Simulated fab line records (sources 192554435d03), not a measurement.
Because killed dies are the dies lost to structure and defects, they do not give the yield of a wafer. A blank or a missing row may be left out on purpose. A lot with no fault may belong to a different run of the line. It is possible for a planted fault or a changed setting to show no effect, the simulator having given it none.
Chamber matching	flow n5 finfet	4 sister chambers for N5_BEOL_M3_STRIP_36 on rie diel-05
The step strips in N2/H2. 8 wafers are shown with their chamber, then 8 later ones without.

## WAFERS PAIRED WITH THEIR CHAMBERS
wafer	chamber	oes product au (a.u.)	drypump motor current A (A)
L080.3	2	0.68	5.65
L079.1	2	0.68	5.63
L079.3	3	0.82	5.78
L079.5	0	0.72	5.79
L085.3	3	0.83	5.78
L085.5	0	0.71	5.79
L085.6	1	0.70	5.19
L088.1	1	0.69	5.18

## WAFERS MISSING THEIR CHAMBER
wafer	oes product au (a.u.)	drypump motor current A (A)
L088.2	0.72	5.79
L088.4	0.71	5.23
L087.4	0.70	5.18
L087.5	0.81	5.76
L087.6	0.72	5.78
L089.1	0.70	5.21
L089.3	0.72	5.76
L089.5	0.70	5.19

## WHICH CHAMBER EACH ONE RAN IN
wafer	from the rows above	in truth
L088.2	0	0
L088.4	1	1
L087.4	1	1
L087.5	3	3
L087.6	0	0
L089.1	1	1
L089.3	0	0
L089.5	1	1
Correct placement for 8 of the 8. Not placeable from these rows: 0. Number placed wrongly: 0.
How it was worked out, from the rows above alone: a wafer's distance from a chamber is the root of the sum, over the readings, of the square of ((its reading less the chamber's mean) divided by the reading's scatter). If the next closest chamber is less than 2 further off than the closest, the wafer can't be placed; otherwise it belongs to the closest. A chamber's mean is the mean of its shown wafers. The scatter is the square root of a quotient: the sum, over the shown wafers, of each reading's squared deviation from its chamber's mean, divided by wafers minus chambers.
